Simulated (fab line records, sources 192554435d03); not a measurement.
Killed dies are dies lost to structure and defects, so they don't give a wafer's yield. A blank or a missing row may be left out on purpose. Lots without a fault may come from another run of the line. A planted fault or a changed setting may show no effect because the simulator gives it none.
Which tool did it? | flow n5_finfet | 24 lots, 72 wafers sampled, at 5 steps of a route of 1938

WHAT THE GAUGES READ, wafer by wafer
N5_BEOL_M8_CD_MEAS_35: target cd 40 nm.
lot  | measured     | on        | cd_nm (nm)
L075 | day 10 10:44 | cd_sem-02 | 39.2 40.3 40.3
L074 | day 10 11:10 | cd_sem-01 | 40.3 40.9 40.0
L076 | day 10 23:40 | cd_sem-03 | 39.5 40.3 39.3
L077 | day 11 06:35 | cd_sem-02 | 42.0 40.9 40.8
L078 | day 11 06:35 | cd_sem-01 | 39.8 39.2 40.5
L080 | day 11 06:11 | cd_sem-03 | 41.3 40.7 40.0
L079 | day 11 19:01 | cd_sem-03 | 40.6 40.2 40.9
L081 | day 12 11:58 | cd_sem-02 | 41.1 39.6 40.5
L082 | day 12 14:28 | cd_sem-02 | 41.4 39.7 40.4
L083 | day 13 00:25 | cd_sem-01 | 40.0 40.0 39.7
L084 | day 13 00:49 | cd_sem-02 | 39.8 40.7 40.0
L086 | day 14 05:36 | cd_sem-01 | 40.6 40.0 40.1
L085 | day 14 06:25 | cd_sem-02 | 39.8 40.8 40.4
L088 | day 14 08:38 | cd_sem-02 | 40.2 40.0 40.0
L087 | day 14 17:24 | cd_sem-02 | 40.2 41.1 40.3
L089 | day 14 20:04 | cd_sem-03 | 40.6 40.9 40.2
L093 | day 14 20:22 | cd_sem-03 | 40.5 40.0 40.2
L091 | day 15 03:26 | cd_sem-03 | 40.1 39.6 39.0
L090 | day 15 04:57 | cd_sem-01 | 41.0 39.3 40.9
L092 | day 15 13:55 | cd_sem-03 | 39.1 40.1 40.2
L095 | day 15 12:22 | cd_sem-03 | 39.4 39.1 39.9
L094 | day 15 13:50 | cd_sem-03 | 39.2 40.1 39.3
L096 | day 16 14:59 | cd_sem-02 | 39.5 39.0 39.6
L097 | day 17 11:59 | cd_sem-01 | 40.2 40.7 40.6

N5_BEOL_M9_OVL_MEAS_12.
lot  | measured     | on         | M9_OVL (nm)
L075 | day 10 16:06 | overlay-01 | 0.8 -1.1 -1.1
L074 | day 10 18:07 | overlay-02 | 1.3 -0.3 0.3
L076 | day 11 03:46 | overlay-02 | 0.3 0.1 0.3
L077 | day 11 14:35 | overlay-01 | -0.4 -0.4 0.4
L078 | day 11 14:22 | overlay-01 | -0.2 -1.3 -0.2
L080 | day 11 11:46 | overlay-02 | -1.2 0.8 -1.0
L079 | day 12 03:26 | overlay-02 | 0.8 -0.2 0.3
L081 | day 12 18:02 | overlay-02 | -1.2 -0.7 0.1
L082 | day 12 18:16 | overlay-02 | 1.6 1.5 -0.8
L083 | day 13 10:15 | overlay-01 | -1.2 0.7 -1.2
L084 | day 13 10:05 | overlay-01 | -0.5 -0.5 -0.5
L086 | day 14 10:05 | overlay-01 | 1.2 -0.7 -0.2
L085 | day 14 11:11 | overlay-01 | 0.3 1.0 -0.5
L088 | day 14 13:49 | overlay-01 | -1.9 -0.9 -1.3
L087 | day 14 23:55 | overlay-01 | -1.2 -0.7 -0.3
L089 | day 15 00:40 | overlay-02 | -0.7 -0.9 0.8
L093 | day 15 01:09 | overlay-01 | -0.8 0.8 0.4
L091 | day 15 09:49 | overlay-01 | 0.2 -1.4 -1.3
L090 | day 15 10:56 | overlay-02 | -0.5 -0.2 -1.1
L092 | day 15 21:00 | overlay-02 | -0.4 0.3 -0.5
L095 | day 15 19:57 | overlay-01 | -0.7 -0.9 -0.4
L094 | day 15 20:36 | overlay-01 | -1.1 1.4 -0.9
L096 | day 16 23:57 | overlay-02 | 1.1 0.2 1.0
L097 | day 17 18:44 | overlay-01 | 0.8 1.0 0.6

WHICH TOOL RAN EACH LOT (tool, then ch and the chambers of the sampled wafers, then the start)
lot  | N5_BEOL_M8_CURE_74            | N5_BEOL_M8_VIA_ETCH_34             | N5_BEOL_M9_CURE_71
L075 | uv_cure-03 ch 0, day 10 02:58 | rie_diel-01 ch 0,1, day 10 10:20   | uv_cure-01 ch 0, day 10 14:21
L074 | uv_cure-01 ch 2, day 10 03:11 | rie_diel-03 ch 1,2, day 10 10:44   | uv_cure-01 ch 1, day 10 16:18
L076 | uv_cure-02 ch 2, day 10 19:43 | rie_diel-04 ch 0,3, day 10 23:16   | uv_cure-01 ch 0, day 11 02:13
L077 | uv_cure-03 ch 0, day 11 02:29 | rie_diel-01 ch 1,2,3, day 11 06:11 | uv_cure-01 ch 2, day 11 11:35
L078 | uv_cure-02 ch 0, day 11 02:39 | rie_diel-04 ch 0,1, day 11 06:11   | uv_cure-03 ch 2, day 11 11:14
L080 | uv_cure-03 ch 0, day 11 03:12 | rie_diel-04 ch 0,2,3, day 11 05:47 | uv_cure-03 ch 1, day 11 10:50
L079 | uv_cure-01 ch 0, day 11 12:22 | rie_diel-04 ch 0,2,3, day 11 18:37 | uv_cure-03 ch 2, day 11 21:54
L081 | uv_cure-02 ch 0, day 12 07:21 | rie_diel-04 ch 1,3, day 12 11:34   | uv_cure-01 ch 1, day 12 15:40
L082 | uv_cure-03 ch 0, day 12 08:20 | rie_diel-03 ch 0,1,3, day 12 14:03 | uv_cure-03 ch 1, day 12 16:41
L083 | uv_cure-03 ch 0, day 12 18:56 | rie_diel-01 ch 0,2, day 13 00:01   | uv_cure-01 ch 1, day 13 06:40
L084 | uv_cure-01 ch 1, day 12 19:22 | rie_diel-01 ch 0,2, day 13 00:25   | uv_cure-02 ch 0, day 13 07:03
L086 | uv_cure-03 ch 2, day 13 20:08 | rie_diel-01 ch 0,1,3, day 14 05:12 | uv_cure-02 ch 2, day 14 08:27
L085 | uv_cure-01 ch 0, day 13 20:16 | rie_diel-01 ch 1,2, day 14 06:00   | uv_cure-01 ch 1, day 14 09:31
L088 | uv_cure-02 ch 1, day 14 05:15 | rie_diel-03 ch 0,3, day 14 08:14   | uv_cure-01 ch 0, day 14 12:08
L087 | uv_cure-03 ch 0, day 14 12:20 | rie_diel-04 ch 0,3, day 14 17:00   | uv_cure-03 ch 2, day 14 20:43
L089 | uv_cure-01 ch 2, day 14 15:23 | rie_diel-03 ch 0,2,3, day 14 19:34 | uv_cure-02 ch 2, day 14 22:51
L093 | uv_cure-02 ch 0, day 14 15:44 | rie_diel-03 ch 0,2,3, day 14 19:58 | uv_cure-02 ch 2, day 14 23:38
L091 | uv_cure-01 ch 1, day 14 22:08 | rie_diel-04 ch 0,3, day 15 03:02   | uv_cure-01 ch 0, day 15 07:04
L090 | uv_cure-03 ch 1, day 14 22:48 | rie_diel-03 ch 0,1, day 15 04:32   | uv_cure-03 ch 2, day 15 09:17
L092 | uv_cure-03 ch 0, day 15 08:07 | rie_diel-03 ch 0,1, day 15 13:31   | uv_cure-02 ch 0, day 15 18:16
L095 | uv_cure-02 ch 1, day 15 08:30 | rie_diel-04 ch 2,3, day 15 11:58   | uv_cure-02 ch 1, day 15 15:43
L094 | uv_cure-02 ch 0, day 15 09:34 | rie_diel-01 ch 0,2,3, day 15 13:26 | uv_cure-01 ch 2, day 15 16:13
L096 | uv_cure-01 ch 2, day 16 11:28 | rie_diel-01 ch 1,2, day 16 14:35   | uv_cure-01 ch 1, day 16 21:14
L097 | uv_cure-01 ch 2, day 17 02:30 | rie_diel-03 ch 2,3, day 17 11:35   | uv_cure-02 ch 1, day 17 16:16
- N5_BEOL_M8_CURE_74: cures SiCOH lowk, time 240 s.
- N5_BEOL_M8_VIA_ETCH_34: etches SiCOH lowk in C4F6/O2, target depth 125.5 nm, time 50.5 s.
- N5_BEOL_M9_CURE_71: cures SiCOH lowk, time 240 s.

WHAT THE TOOLS THEMSELVES READ (means of the sampled wafers that have a number; where no wafer has one, the mark that the record gives instead)
N5_BEOL_M8_CURE_74.
lot  | tool       | lamp_power_pct (%) | wafer_temp_C_max
L075 | uv_cure-03 | 52.37              | 386.5
L074 | uv_cure-01 | 52.32              | 386.5
L076 | uv_cure-02 | 52.29              | 386.6
L077 | uv_cure-03 | 52.30              | 386.0
L078 | uv_cure-02 | 52.33              | 387.4
L080 | uv_cure-03 | 52.38              | 386.5
L079 | uv_cure-01 | 52.30              | 386.4
L081 | uv_cure-02 | 52.34              | 386.9
L082 | uv_cure-03 | 52.27              | 386.4
L083 | uv_cure-03 | 52.32              | 386.3
L084 | uv_cure-01 | 52.30              | 386.7
L086 | uv_cure-03 | 52.32              | 386.6
L085 | uv_cure-01 | 52.36              | 386.4
L088 | uv_cure-02 | 52.33              | 387.8
L087 | uv_cure-03 | 52.30              | 385.9
L089 | uv_cure-01 | 52.28              | 386.2
L093 | uv_cure-02 | 52.30              | 386.5
L091 | uv_cure-01 | 52.37              | 386.2
L090 | uv_cure-03 | 52.34              | 386.0
L092 | uv_cure-03 | 52.26              | 386.5
L095 | uv_cure-02 | 52.35              | 387.8
L094 | uv_cure-02 | 52.31              | 386.9
L096 | uv_cure-01 | 52.31              | 386.1
L097 | uv_cure-01 | 52.35              | 386.3

N5_BEOL_M8_VIA_ETCH_34.
lot  | tool        | drypump_motor_current_A (A) | oes_product_au (a.u.) | rf_vpp_V (V) | showerhead_plenum_p_Torr (Torr) | throttle_valve_pct (%)
L075 | rie_diel-01 | 5.4                         | 0.87                  | 670          | 2.84                            | 20.81
L074 | rie_diel-03 | 5.4                         | 0.84                  | 659          | 2.93                            | 20.74
L076 | rie_diel-04 | 5.4                         | 0.93                  | 660          | 2.88                            | 20.92
L077 | rie_diel-01 | 5.4                         | 0.91                  | 659          | 2.94                            | 20.73
L078 | rie_diel-04 | 5.6                         | 0.89                  | 667          | 2.80                            | 21.03
L080 | rie_diel-04 | 5.5                         | 0.86                  | 659          | 2.90                            | 20.82
L079 | rie_diel-04 | 5.5                         | 0.86                  | 659          | 2.89                            | 20.82
L081 | rie_diel-04 | 6.0                         | 0.86                  | 658          | 2.93                            | 21.01
L082 | rie_diel-03 | 5.4                         | 0.78                  | 667          | 2.90                            | 20.74
L083 | rie_diel-01 | 5.8                         | 0.90                  | 659          | 2.94                            | 20.88
L084 | rie_diel-01 | 5.6                         | 0.87                  | 666          | 2.87                            | 20.89
L086 | rie_diel-01 | 5.2                         | 0.83                  | 664          | 2.85                            | 20.78
L085 | rie_diel-01 | 5.5                         | 0.86                  | 659          | 2.93                            | 20.78
L088 | rie_diel-03 | 5.4                         | 0.74                  | 663          | 2.88                            | 20.78
L087 | rie_diel-04 | 5.6                         | 0.85                  | 655          | 2.93                            | 20.93
L089 | rie_diel-03 | 5.4                         | 0.73                  | 663          | 2.80                            | 20.91
L093 | rie_diel-03 | 5.5                         | 0.73                  | 663          | 2.80                            | 20.91
L091 | rie_diel-04 | 5.6                         | 0.85                  | 655          | 2.92                            | 20.95
L090 | rie_diel-03 | 5.4                         | 0.75                  | 679          | 2.81                            | 20.84
L092 | rie_diel-03 | 5.3                         | 0.79                  | 671          | 2.91                            | 20.75
L095 | rie_diel-04 | 5.6                         | 0.79                  | 658          | 2.90                            | 20.77
L094 | rie_diel-01 | 5.5                         | 0.84                  | 661          | 2.89                            | 20.86
L096 | rie_diel-01 | 5.5                         | 0.83                  | 659          | 2.92                            | 20.81
L097 | rie_diel-03 | 5.6                         | 0.71                  | 652          | 2.80                            | 20.99

N5_BEOL_M9_CURE_71.
lot  | tool       | lamp_power_pct (%) | wafer_temp_C_max
L075 | uv_cure-01 | 52.34              | 386.1
L074 | uv_cure-01 | 52.30              | 386.0
L076 | uv_cure-01 | 52.31              | 386.4
L077 | uv_cure-01 | 52.28              | 385.8
L078 | uv_cure-03 | 52.33              | 386.6
L080 | uv_cure-03 | 52.32              | 386.2
L079 | uv_cure-03 | 52.22              | 386.2
L081 | uv_cure-01 | 52.29              | 386.5
L082 | uv_cure-03 | 52.28              | 386.3
L083 | uv_cure-01 | 52.33              | 386.6
L084 | uv_cure-02 | 52.36              | 386.6
L086 | uv_cure-02 | 52.32              | 386.7
L085 | uv_cure-01 | 52.28              | 386.5
L088 | uv_cure-01 | 52.30              | 386.1
L087 | uv_cure-03 | 52.37              | 386.7
L089 | uv_cure-02 | 52.35              | 386.7
L093 | uv_cure-02 | 52.32              | 386.7
L091 | uv_cure-01 | 52.31              | 386.0
L090 | uv_cure-03 | 52.28              | 386.5
L092 | uv_cure-02 | 52.34              | 387.0
L095 | uv_cure-02 | 52.33              | 387.3
L094 | uv_cure-01 | 52.34              | 386.6
L096 | uv_cure-01 | 52.33              | 386.9
L097 | uv_cure-02 | 52.29              | 387.2

THE ANSWER, worked out from the rows above alone
Rule: what is usual is taken from the lots themselves. Put in order of their means at a reading, lots are off if they are a third of the lots or fewer, leave a main group of 4 or more, and stand apart from it by a gap of 3 or more times the standard deviation of the main group's means; of several such gaps the widest counts. A main group whose means are all the same, to the digits that the tables above print for the reading, isn't used. A lot without any number at a reading at which 4 lots or more have one is off too. The other lots that the step has rows for count as sound. The gauges are gone through in route order, then the tools' own readings, and for those a lot's mean is taken as printed above. The first step at which some lot is off is used, and at that step the reading that is off furthest; a lot without a number counts as furthest.
No lot is off at any reading shown: from this, nothing can be told.

WHAT THE SIMULATOR HAD PUT IN
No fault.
